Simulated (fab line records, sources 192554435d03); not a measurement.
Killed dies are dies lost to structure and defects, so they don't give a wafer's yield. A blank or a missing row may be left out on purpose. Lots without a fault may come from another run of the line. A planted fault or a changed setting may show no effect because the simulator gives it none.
fab line records | flow n5_finfet | part 1 of 2: steps 1 to 4 of 6
record lots=23 wafers=69 last_day=17
route steps=1938 shown BEOL_M6@1215 BEOL_M7@1297
lots that met no fault: from a run of the same line without faults
start_h: hours from the record's first day to the start of the lot's first wafer shown | wait_h: hours since the lot's step before | " the same as in the row above | L1.1+2: a row that stands for several wafers | - no value, or no start given | * or withheld: withheld | < > ~ a bound
route shown NAME@n: a module of which the file shows steps, and the number in the route of the first | usual: mean/standard deviation of fault-free wafers | same: alike in all rows | chamber/n: place in a boat | sites: the reading at each site | _std_site: their standard deviation | _edge_site: outer sites' mean less inner sites' | radius_mm: how far each site lies from the wafer's centre | mask NAME#n: copy n | behind: the tool/chamber that last shaped the wafer | hold: why the lot was held/for how many hours/how that ended | device: the transistor (n, p or np) that didn't switch | end of line: the same wafers' tests at the end of the route | a step without rows: its recipe alone | killed: dies lost to structure and defects at the first sort, not the wafer's yield | map: a wafer's dies, x killed, . not, _ none there
set.NAME: the setting as run; set.NAME@STEP: as run at that earlier step | model.NAME: the simulator's own value behind a step, which no gauge read
steps of the route over a sample of lots; a table a step, a row a wafer
services: from which hour (start_h, from the record's first day; less than 0 if before it) a tool's chamber was out of use, for how many hours, and why
## steps
# step N5_BEOL_M6_HM_OPEN_17
# recipe chemistry=Cl2/BCl3 target_depth_a=200 overetch_a=60 target=TiN mask_material=SOC ion_energy_ev=150 pressure_mtorr=10 icp_w=1000 bias_w=126 Cl2_flow_sccm=53.25 bcl3_flow_sccm=21.75 Ar_flow_sccm=25
# usual drypump_motor_current_A=5.2/0.45 oes_product_au=0.62/0.055 throttle_valve_pct=22.1/0.3
# columns lot.wafer tool chamber start_h wait_h drypump_motor_current_A oes_product_au rf_hours_counter_h throttle_valve_pct
L074.1 rie_metal-01 0 183.65 0.0 4.9 0.61 68 22.0
L074.2 " 1 " " 5.0 0.73 15 21.7
L074.5 " 1 " " 5.0 0.74 - 21.7
L075.1 rie_metal-01 1 185.99 0.0 5.0 0.73 15 21.7
L075.2 " 0 " " 4.9 0.62 68 22.0
L075.3 " 0 " " 4.9 0.62 - 22.0
L076.1 rie_metal-01 0 189.62 0.0 4.9 0.62 68 22.0
L076.2 " 1 " " 5.0 0.73 15 21.7
L076.4 " 0 " " 4.9 0.62 - 22.0
L077.2 rie_metal-03 1 192.37 0.0 5.9 0.56 104 22.7
L077.3 " 1 " " 5.9 0.56 - 22.7
L077.5 " 0 " " 4.8 0.59 - 22.1
L078.2 rie_metal-01 0 206.54 0.0 4.9 0.62 70 22.0
L078.3 " 1 " " 5.0 0.72 - 21.7
L078.6 " 0 " " 4.9 0.62 - 22.0
L079.1 rie_metal-03 1 209.11 0.0 5.9 0.55 105 22.7
L079.4 " 0 " " 4.8 0.58 - 22.2
L079.6 " 1 " " 5.9 0.55 - 22.7
L080.4 rie_metal-03 1 210.55 0.1 5.8 0.55 - 22.7
L080.5 " 0 " " 4.8 0.59 - 22.1
L080.6 " 1 " " 5.8 0.55 - 22.7
L081.3 rie_metal-02 1 221.58 0.1 5.9 0.67 - 21.8
L081.4 " 0 " " 5.6 0.65 - 22.2
L081.5 " 1 " " 5.9 0.67 - 21.8
L082.1 rie_metal-03 1 229.07 0.0 5.9 0.54 108 22.7
L082.2 " 0 " " 4.8 0.57 74 22.2
L082.6 " 0 " " 4.8 0.57 - 22.2
L083.2 rie_metal-02 1 232.83 0.0 5.9 0.67 43 21.8
L083.4 " 1 " " 5.9 0.66 - 21.8
L083.6 " 0 " " 5.5 0.66 - 22.2
L084.1 rie_metal-01 1 232.92 0.0 5.0 0.71 19 21.7
L084.2 " 0 " " 4.9 0.60 73 22.0
L084.6 " 1 " " 5.0 0.70 - 21.7
L086.1 rie_metal-03 1 261.38 0.0 5.8 0.54 110 22.7
L086.2 " 0 " " 4.8 0.58 77 22.2
L086.4 " 1 " " 5.8 0.54 - 22.7
L087.1 rie_metal-01 1 262.50 0.0 5.0 0.71 20 21.7
L087.5 " 0 " " 4.9 0.61 - 22.0
L087.6 " 1 " " 5.0 0.71 - 21.7
L089.1 rie_metal-01 0 264.68 0.0 4.9 0.61 74 22.0
L089.3 " 1 " " 5.0 0.70 - 21.7
L089.4 " 0 " " 4.9 0.60 - 22.0
L088.1 rie_metal-03 0 286.93 0.0 4.8 0.58 79 22.2
L088.4 " 0 " " 4.8 0.58 - 22.2
L088.5 " 1 " " 5.9 0.54 - 22.7
L090.3 rie_metal-02 0 294.44 0.1 5.5 0.64 - 22.2
L090.5 " 0 " " 5.6 0.64 - 22.2
L090.6 " 1 " " 6.0 0.65 - 21.9
L092.2 rie_metal-02 1 296.52 0.0 6.0 0.65 48 21.9
L092.4 " 0 " " 5.5 0.64 - 22.2
L092.6 " 1 " " 5.9 0.65 - 21.9
L091.1 rie_metal-01 0 296.68 0.0 4.9 0.59 75 22.0
L091.4 " 0 " " 4.9 0.60 - 22.0
L091.5 " 0 " " 4.9 0.60 - 22.0
L093.1 rie_metal-02 1 316.82 0.0 6.0 0.64 50 21.9
L093.4 " 1 " " 6.0 0.64 - 21.9
L093.6 " 1 " " 6.0 0.64 - 21.9
L094.1 rie_metal-03 0 316.86 0.0 4.8 0.57 82 22.2
L094.2 " 0 " " 4.8 0.57 - 22.2
L094.6 " 0 " " 4.8 0.57 - 22.2
L097.1 rie_metal-03 0 327.02 0.0 4.8 0.57 83 22.2
L097.2 " 0 " " 4.8 0.56 - 22.2
L097.3 " 0 " " 4.8 0.57 - 22.2
L095.3 rie_metal-02 0 327.23 0.2 5.5 0.65 - 22.2
L095.5 " 0 " " 5.5 0.63 - 22.2
L095.6 " 0 " " 5.5 0.65 - 22.2
L096.1 rie_metal-03 0 330.92 0.0 4.8 0.57 83 22.2
L096.4 " 0 " " 4.8 0.57 - 22.2
L096.6 " 0 " " 4.8 0.57 - 22.2
# step N5_BEOL_M6_ETCH_66
# recipe chemistry=N2/H2 target=SOC target_depth_a=800 overetch_a=160 mask_material=SiARC temp_c=40 time_s=120 ion_energy_ev=200 pressure_mtorr=30 source_w=840 bias_w=150 n2_flow_sccm=200 h2_flow_sccm=200
# usual drypump_motor_current_A=5.9/0.48 n2_flow_sccm=200.0/0.61 oes_product_au=0.60/0.076 rf_vpp_V=523.9/2.6 showerhead_plenum_p_Torr=2.55/0.093 throttle_valve_pct=17.76/0.23
# same time_s=120
# columns lot.wafer tool chamber start_h wait_h drypump_motor_current_A n2_flow_sccm oes_product_au rf_hours_counter_h rf_vpp_V showerhead_plenum_p_Torr throttle_valve_pct
L074.1 rie_diel-04 0 184.46 0.0 6.5 200.4 0.54 206 525.6 2.62 17.58
L074.2 " 3 " " 6.1 199.9 0.61 122 521.0 2.45 17.62
L074.5 " 1 " " 6.1 200.3 0.53 - 526.6 2.62 17.62
L075.1 rie_diel-05 2 188.42 0.0 6.0 199.4 0.53 243 520.1 2.41 18.11
L075.2 " 0 " " 5.8 200.9 0.53 238 521.0 2.41 17.82
L075.3 " 3 " " 6.1 199.8 0.54 229 525.6 2.60 17.56
L076.1 rie_diel-05 0 190.75 0.0 5.9 200.6 0.53 239 518.5 2.41 17.81
L076.2 " 1 " " 5.0 200.1 0.55 194 524.9 2.53 17.68
L076.4 " 2 " " 5.9 199.9 0.54 244 520.4 2.41 18.10
L077.2 rie_diel-05 0 194.21 0.0 5.9 199.9 0.53 241 518.5 2.41 17.83
L077.3 " 3 " " 6.1 200.1 0.54 231 526.1 2.60 17.57
L077.5 " 2 " " 5.9 199.8 0.52 - 519.6 2.41 18.10
L078.2 rie_diel-03 3 207.23 0.0 5.5 200.3 0.66 52 522.1 2.49 17.80
L078.3 " 2 " " 6.0 200.0 0.54 235 525.4 2.61 18.43
L078.6 " 1 " " 6.6 199.8 0.64 - 522.4 2.48 17.54
L079.1 rie_diel-05 3 210.57 0.0 6.1 201.0 0.53 237 525.8 2.60 17.60
L079.4 " 1 " " 5.0 200.9 0.54 - 524.1 2.52 17.70
L079.6 " 0 " " 5.9 200.2 0.52 - 520.2 2.41 17.82
L080.4 rie_diel-03 1 211.96 0.0 6.6 199.5 0.63 73 523.1 2.48 17.53
L080.5 " 0 " " 5.4 199.2 0.54 - 523.3 2.50 17.82
L080.6 " 1 " " 6.6 199.2 0.64 - 522.1 2.48 17.54
L081.3 rie_diel-03 1 222.63 0.0 6.5 199.6 0.64 77 523.1 2.48 17.54
L081.4 " 2 " " 6.0 199.7 0.54 240 526.4 2.61 18.44
L081.5 " 3 " " 5.5 199.1 0.66 - 521.6 2.49 17.81
L082.1 rie_diel-04 0 231.09 0.0 6.6 200.6 0.53 221 526.7 2.62 17.61
L082.2 " 2 " " 6.4 200.1 0.53 233 524.9 2.51 18.16
L082.6 " 2 " " 6.3 200.4 0.53 - 522.5 2.51 18.18
L083.2 rie_diel-05 3 233.88 0.0 6.1 200.5 0.53 248 525.5 2.60 17.58
L083.4 " 3 " " 6.1 200.0 0.53 - 525.8 2.60 17.60
L083.6 " 1 " " 5.0 199.7 0.55 - 521.7 2.52 17.73
L084.1 rie_diel-04 0 234.10 0.0 6.6 201.2 0.54 222 525.8 2.62 17.63
L084.2 " 2 " " 6.4 200.1 0.53 235 523.3 2.51 18.20
L084.6 " 0 " " 6.6 200.6 0.53 - 526.6 2.62 17.63
L087.1 rie_diel-05 1 265.05 0.0 5.0 199.2 0.53 226 522.4 2.51 17.76
L087.5 " 2 " " 5.9 199.6 0.72 - 529.2 2.72 17.74
L087.6 " 3 " " 6.1 200.9 0.52 - 525.7 2.59 17.62
L086.1 rie_diel-03 3 265.49 0.0 5.5 200.1 0.64 73 521.0 2.48 17.84
L086.2 " 0 " " 5.4 199.2 0.54 221 523.0 2.50 17.87
L086.4 " 3 " " 5.5 199.9 0.65 - 521.8 2.48 17.83
L089.1 rie_diel-05 2 265.50 0.0 6.0 200.7 0.73 17 526.8 2.72 17.75
L089.3 " 3 " " 6.1 200.6 0.52 261 525.8 2.59 17.63
L089.4 " 0 " " 5.9 200.1 0.76 0 529.0 2.73 17.39
L088.1 rie_diel-05 0 291.76 0.0 5.9 199.2 0.71 11 529.2 2.72 17.42
L088.4 " 2 " " 6.0 199.3 0.70 - 528.4 2.71 17.76
L088.5 " 0 " " 5.9 199.3 0.72 - 527.7 2.72 17.40
L090.3 rie_diel-04 1 295.23 0.0 6.1 199.5 0.70 12 524.8 2.60 17.30
L090.5 " 3 " " 6.1 199.6 0.58 - 519.8 2.43 17.69
L090.6 " 2 " " 6.4 200.3 0.74 - 523.4 2.51 17.75
L092.2 rie_diel-05 0 298.12 0.0 5.9 200.2 0.71 13 527.8 2.72 17.40
L092.4 " 0 " " 5.9 200.3 0.71 - 527.7 2.72 17.41
L092.6 " 1 " " 5.0 200.4 0.53 - 522.8 2.51 17.77
L091.1 rie_diel-03 0 298.54 0.0 5.4 199.2 0.53 232 523.2 2.49 17.88
L091.4 " 2 " " 6.0 198.8 0.72 10 525.4 2.60 18.07
L091.5 " 0 " " 5.4 199.6 0.53 - 522.6 2.49 17.87
L093.1 rie_diel-03 3 322.16 0.0 5.5 200.7 0.63 91 521.6 2.48 17.88
L093.4 " 2 " " 6.0 200.5 0.71 19 525.4 2.60 18.09
L093.6 " 3 " " 5.5 200.7 0.63 - 522.4 2.48 17.87
L094.1 rie_diel-03 3 322.56 0.0 5.5 200.2 0.62 91 521.1 2.48 17.88
L094.2 " 0 " " 5.4 199.8 0.52 240 524.3 2.49 17.91
L094.6 " 0 " " 5.4 200.6 0.53 - 522.6 2.49 17.89
L097.1 rie_diel-03 1 328.87 0.0 6.6 200.5 0.61 109 521.7 2.46 17.61
L097.2 " 2 " " 6.0 199.9 0.70 21 525.8 2.60 18.08
L097.3 " 3 " " 5.5 199.3 0.63 93 521.9 2.47 17.86
L095.3 rie_diel-03 3 329.26 0.0 5.5 199.3 0.62 93 521.6 2.47 17.87
L095.5 " 3 " " 5.5 199.4 0.62 - 520.2 2.47 17.88
L095.6 " 0 " " 5.4 199.8 0.53 - 523.5 2.49 17.90
L096.1 rie_diel-05 2 333.17 0.0 6.0 200.7 0.68 44 528.5 2.71 17.78
L096.4 " 0 " " 5.9 199.0 0.69 - 528.6 2.72 17.42
L096.6 " 2 " " 5.9 201.2 0.67 - 527.3 2.71 17.78
# step N5_BEOL_M6_STRIP_36
# recipe chemistry=N2/H2 power_w=450 temp_c=40 pressure_mtorr=20 rf_frequency_hz=6e+07 overash_fraction=0.3 bias_power_w=7 h2_frac=0.5 n2_flow_sccm=200 h2_flow_sccm=200
# usual drypump_motor_current_A=5.9/0.48 n2_flow_sccm=200.0/0.62 oes_product_au=0.78/0.11 rf_vpp_V=59.1/1.5 showerhead_plenum_p_Torr=2.54/0.093 throttle_valve_pct=23.58/0.28
# columns lot.wafer tool chamber start_h wait_h drypump_motor_current_A n2_flow_sccm oes_product_au rf_hours_counter_h rf_vpp_V showerhead_plenum_p_Torr throttle_valve_pct
L074.1 rie_diel-04 0 184.61 0.0 6.6 199.3 0.69 206 59.2 2.62 23.36
L074.2 " 3 " " 6.1 201.0 0.81 122 58.3 2.45 23.46
L074.5 " 1 " " 6.1 200.0 0.67 - 58.9 2.61 23.27
L075.1 rie_diel-05 2 188.57 0.0 5.9 200.8 0.69 243 57.9 2.40 23.94
L075.2 " 0 " " 5.9 199.3 0.67 238 57.5 2.41 23.58
L075.3 " 3 " " 6.2 200.5 0.70 229 58.0 2.60 23.26
L076.1 rie_diel-05 0 190.91 0.0 5.9 200.6 0.67 239 58.3 2.41 23.62
L076.2 " 1 " " 5.0 199.4 0.72 194 57.7 2.52 23.49
L076.4 " 2 " " 6.0 200.4 0.68 244 61.3 2.40 23.92
L077.2 rie_diel-05 0 194.36 0.0 5.9 199.4 0.67 241 59.8 2.41 23.60
L077.3 " 3 " " 6.2 199.0 0.70 231 60.1 2.60 23.28
L077.5 " 2 " " 6.0 199.9 0.68 - 58.4 2.40 23.92
L078.2 rie_diel-03 3 207.38 0.0 5.5 199.4 0.88 53 57.9 2.49 23.62
L078.3 " 2 " " 6.0 200.5 0.71 235 60.6 2.61 24.35
L078.6 " 1 " " 6.6 199.5 0.85 - 62.0 2.48 23.37
L079.1 rie_diel-05 3 210.73 0.0 6.2 199.9 0.69 237 57.5 2.60 23.30
L079.4 " 1 " " 5.0 199.5 0.72 - 59.0 2.52 23.51
L079.6 " 0 " " 5.9 199.0 0.67 - 58.6 2.41 23.59
L080.4 rie_diel-03 1 212.11 0.0 6.6 200.7 0.85 73 60.9 2.47 23.35
L080.5 " 0 " " 5.3 201.3 0.71 - 57.3 2.50 23.54
L080.6 " 1 " " 6.6 200.1 0.84 - 59.5 2.47 23.38
L081.3 rie_diel-03 1 222.79 0.0 6.6 199.1 0.84 77 59.3 2.47 23.37
L081.4 " 2 " " 5.9 199.9 0.70 240 59.2 2.60 24.34
L081.5 " 3 " " 5.5 199.4 0.87 - 58.5 2.48 23.68
L082.1 rie_diel-04 0 231.25 0.0 6.7 199.8 0.69 221 59.8 2.61 23.38
L082.2 " 2 " " 6.4 201.0 0.69 233 58.8 2.51 23.90
L082.6 " 2 " " 6.4 200.1 0.70 - 60.2 2.51 23.94
L083.2 rie_diel-05 3 234.03 0.0 6.1 199.3 0.70 248 58.5 2.59 23.30
L083.4 " 3 " " 6.1 200.0 0.69 - 57.1 2.59 23.28
L083.6 " 1 " " 5.0 198.5 0.71 - 59.1 2.51 23.53
L084.1 rie_diel-04 0 234.25 0.0 6.6 199.3 0.68 222 59.6 2.61 23.37
L084.2 " 2 " " 6.4 199.6 0.69 235 57.7 2.51 23.95
L084.6 " 0 " " 6.6 200.0 0.67 - 57.5 2.61 23.31
L087.1 rie_diel-05 1 265.21 0.0 5.0 201.3 0.68 226 58.4 2.51 23.56
L087.5 " 2 " " 5.9 201.0 0.95 - 57.5 2.71 23.72
L087.6 " 3 " " 6.2 200.2 0.68 - 58.6 2.59 23.28
L086.1 rie_diel-03 3 265.65 0.0 5.5 201.2 0.83 73 59.0 2.48 23.69
L086.2 " 0 " " 5.3 200.2 0.69 221 58.3 2.49 23.61
L086.4 " 3 " " 5.5 201.3 0.86 - 60.0 2.48 23.64
L089.1 rie_diel-05 2 265.65 0.0 5.9 200.4 0.96 17 61.9 2.71 23.71
L089.3 " 3 " " 6.1 200.4 0.68 261 56.3 2.59 23.34
L089.4 " 0 " " 5.9 199.9 1.00 0 59.6 2.73 23.22
L088.1 rie_diel-05 0 291.91 0.0 5.9 198.9 0.92 11 57.6 2.72 23.25
L088.4 " 2 " " 6.0 200.8 0.94 - 59.7 2.71 23.76
L088.5 " 0 " " 5.9 199.0 0.94 - 60.9 2.72 23.23
L090.3 rie_diel-04 1 295.38 0.0 6.1 199.9 0.94 12 58.7 2.60 23.11
L090.5 " 3 " " 6.1 200.1 0.75 - 58.4 2.43 23.53
L090.6 " 2 " " 6.4 199.5 0.98 - 59.6 2.50 23.61
L092.2 rie_diel-05 0 298.27 0.0 5.8 200.7 0.93 13 60.3 2.72 23.25
L092.4 " 0 " " 5.8 200.4 0.94 - 58.3 2.72 23.23
L092.6 " 1 " " 5.0 200.6 0.68 - 59.1 2.50 23.57
L091.1 rie_diel-03 0 298.69 0.0 5.4 200.4 0.67 232 55.5 2.49 23.64
L091.4 " 2 " " 6.0 200.2 0.96 10 59.0 2.60 24.18
L091.5 " 0 " " 5.3 199.4 0.68 - 59.2 2.49 23.59
L093.1 rie_diel-03 3 322.31 0.0 5.5 199.7 0.82 91 59.3 2.47 23.68
L093.4 " 2 " " 6.0 200.0 0.94 19 61.0 2.59 24.17
L093.6 " 3 " " 5.5 200.3 0.82 - 58.4 2.47 23.71
L094.1 rie_diel-03 3 322.71 0.0 5.6 200.1 0.81 91 57.3 2.47 23.68
L094.2 " 0 " " 5.3 199.9 0.68 240 55.0 2.49 23.62
L094.6 " 0 " " 5.4 199.5 0.67 - 59.8 2.48 23.63
L097.1 rie_diel-03 1 329.02 0.0 6.6 200.1 0.80 110 58.0 2.46 23.39
L097.2 " 2 " " 6.0 200.8 0.93 21 59.5 2.59 24.19
L097.3 " 3 " " 5.5 199.8 0.83 93 59.7 2.47 23.68
L095.3 rie_diel-03 3 329.41 0.0 5.5 200.4 0.83 93 59.4 2.47 23.71
L095.5 " 3 " " 5.5 200.2 0.83 - 58.1 2.47 23.68
L095.6 " 0 " " 5.4 199.6 0.68 - 61.0 2.48 23.63
L096.1 rie_diel-05 2 333.33 0.0 5.9 200.5 0.90 44 60.4 2.70 23.76
L096.4 " 0 " " 5.9 199.5 0.90 - 58.9 2.71 23.25
L096.6 " 2 " " 6.0 200.1 0.90 - 56.2 2.70 23.73
# step N5_BEOL_M6_THK_MEAS_53
# recipe thk_meas_gauge=xrf reads=Cu_of_BEOL_M6_ECD_50
# usual M6_THK=81.4/2.7
# columns lot.wafer tool chamber start_h wait_h M6_THK[nm]
L074.1 film_metro-02 - 186.87 - 76.8
L074.2 " - " " 78.5
L074.5 " - " " 79.8
L075.1 film_metro-02 - 192.39 - 78.4
L075.2 " - " " 77.5
L075.3 " - " " 78.6
L076.1 film_metro-02 - 193.67 - 79.5
L076.2 " - " " 80.1
L076.4 " - " " 82.0
L077.2 film_metro-01 - 197.07 - 78.2
L077.3 " - " " 78.4
L077.5 " - " " 78.2
L078.2 film_metro-01 - 209.73 - 85.0
L078.3 " - " " 81.6
L078.6 " - " " 81.7
L079.1 film_metro-01 - 213.59 - 78.6
L079.4 " - " " 77.2
L079.6 " - " " 77.3
L080.4 film_metro-01 - 214.42 - 83.0
L080.5 " - " " 78.9
L080.6 " - " " 82.8
L081.3 film_metro-01 - 227.07 - 84.1
L081.4 " - " " 80.7
L081.5 " - " " 83.8
L082.1 film_metro-01 - 233.84 - 78.1
L082.2 " - " " 82.0
L082.6 " - " " 79.0
L083.2 film_metro-02 - 236.49 - 82.1
L083.4 " - " " 79.4
L083.6 " - " " 79.2
L084.1 film_metro-01 - 236.71 - 79.2
L084.2 " - " " 79.0
L084.6 " - " " 77.4
L087.1 film_metro-02 - 268.02 - 80.8
L087.5 " - " " 85.9
L087.6 " - " " 78.8
L086.1 film_metro-02 - 268.66 - 83.9
L086.2 " - " " 79.6
L086.4 " - " " 83.6
L089.1 film_metro-02 - 269.10 - 86.7
L089.3 " - " " 78.8
L089.4 " - " " 81.6
L088.1 film_metro-02 - 294.19 - 84.6
L088.4 " - " " 85.0
L088.5 " - " " 87.0
L090.3 film_metro-01 - 297.90 - 82.3
L090.5 " - " " 79.5
L090.6 " - " " 80.3
L092.2 film_metro-02 - 300.49 - 84.3
L092.4 " - " " 85.4
L092.6 " - " " 79.2
L091.1 film_metro-01 - 303.43 - 81.9
L091.4 " - " " 81.7
L091.5 " - " " 81.5
L093.1 film_metro-01 - 325.22 - 84.4
L093.4 " - " " 82.5
L093.6 " - " " 86.6
L094.1 film_metro-02 - 327.61 - 85.0
L094.2 " - " " 80.6
L094.6 " - " " 81.6
L097.1 film_metro-01 - 331.28 - 85.1
L097.2 " - " " 83.2
L097.3 " - " " 84.7
L095.3 film_metro-01 - 333.07 - 83.6
L095.5 " - " " 84.7
L095.6 " - " " 82.0
L096.1 film_metro-02 - 336.37 - 86.6
L096.4 " - " " 84.2
L096.6 " - " " 85.6
